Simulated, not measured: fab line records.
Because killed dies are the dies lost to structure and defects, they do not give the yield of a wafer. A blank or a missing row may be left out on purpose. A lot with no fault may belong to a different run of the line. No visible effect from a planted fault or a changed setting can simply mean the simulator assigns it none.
The tool behind it: which one? + flow nand-harc + 6 lots, 18 wafers sampled, at 2 steps of a route of 1302

== WHAT EACH GAUGE READ, for each wafer ==
NHARC_P_CONTACT_OVL_MEAS_13.
| lot  | measured     | on         | overlay-x-nm (nm) |
|------|--------------|------------|-------------------|
| L806 | day 7 02:06  | overlay-01 | 0.7 0.8 0.2       |
| L809 | day 8 08:14  | overlay-01 | 0.5 1.2 1.2       |
| L818 | day 12 01:21 | overlay-02 | -1.0 -1.3 -1.2    |
| L820 | day 12 19:02 | overlay-01 | 0.7 1.4 1.1       |
| L822 | day 13 17:21 | overlay-01 | -0.9 -0.5 -0.5    |
| L824 | day 14 13:17 | overlay-02 | -0.3 -0.2 0.1     |

== WHICH TOOL RAN EACH LOT (tool, then ch and the chambers of the sampled wafers, then the start) ==
| lot  | NHARC_P_CONTACT_DEP_30          |
|------|---------------------------------|
| L806 | pecvd-01 ch 0,2, day 7 00:28    |
| L809 | pecvd-02 ch 0,1, day 8 06:46    |
| L818 | pecvd-02 ch 1,2, day 11 23:46   |
| L820 | pecvd-01 ch 0,1, day 12 17:32   |
| L822 | pecvd-02 ch 0,1, day 13 15:46   |
| L824 | pecvd-02 ch 0,1,2, day 14 11:43 |
- NHARC_P_CONTACT_DEP_30: deposits SiNx, target thk 30 nm.

== THE ANSWER, worked out from the rows above alone ==
Rule: the usual values come from the lots themselves. The widest of any qualifying gaps counts: lots, ordered by their means at a reading, are off when they make up no more than a third of the lots, leave a main group of 4 or more, and stand apart from it by 3 or more times the standard deviation of that group's means. A main group whose means are all the same, to the digits that the tables above print for the reading, isn't used. A lot without any number at a reading at which 4 lots or more have one is off too. Any other lot the step has rows for is counted as sound.
Across all readings shown, no lot is off: no conclusion can be drawn from this.

== WHAT THE SIMULATOR HAD INSERTED ==
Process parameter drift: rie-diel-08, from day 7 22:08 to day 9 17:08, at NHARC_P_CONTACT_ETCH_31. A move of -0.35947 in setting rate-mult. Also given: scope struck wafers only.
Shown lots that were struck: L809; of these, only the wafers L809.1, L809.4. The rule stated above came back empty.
